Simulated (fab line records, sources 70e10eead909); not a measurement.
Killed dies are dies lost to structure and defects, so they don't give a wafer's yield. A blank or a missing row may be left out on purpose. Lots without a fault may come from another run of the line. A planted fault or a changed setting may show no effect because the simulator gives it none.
Chamber matching | flow nand_harc | NHARC_A_STAIRCASE_DEP_156 on pecvd-02: 3 sister chambers
The step deposits SiNx, target thk 50 nm. 3 wafers are shown with their chamber, then 7 later ones without.

WAFERS WITH THEIR CHAMBER
wafer  | chamber | heater_power_w (W)
L107.4 | 0       | 631
L114.1 | 1       | 740
L114.2 | 2       | 767

WAFERS WITHOUT THEIR CHAMBER
wafer  | heater_power_w (W)
L114.6 | 747
L115.2 | 749
L115.5 | 645
L115.6 | 726
L117.3 | 581
L117.4 | 771
L117.6 | 750

WHICH CHAMBER EACH WENT THROUGH
wafer  | from the rows above     | in truth
L114.6 | can't be placed: 1 or 2 | 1
L115.2 | can't be placed: 1 or 2 | 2
L115.5 | 0                       | 0
L115.6 | can't be placed: 1 or 2 | 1
L117.3 | 0                       | 0
L117.4 | can't be placed: 2 or 1 | 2
L117.6 | can't be placed: 1 or 2 | 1
Placed correctly: 2 of 7. Can't be placed from these rows: 5 (the true chamber is among the candidates in 5). Placed wrongly: 0.
How it was worked out, from the rows above alone: a wafer's distance from a chamber is the root of the sum, over the readings, of the square of ((its reading less the chamber's mean) divided by the reading's scatter). The wafer belongs to the nearest chamber; if the next one is less than 2 further off, it can't be placed. A chamber's mean is the mean of its shown wafers. The scatter: with one shown wafer a chamber, the root of the mean of the squares of how far each hidden wafer lies from its nearest shown one.
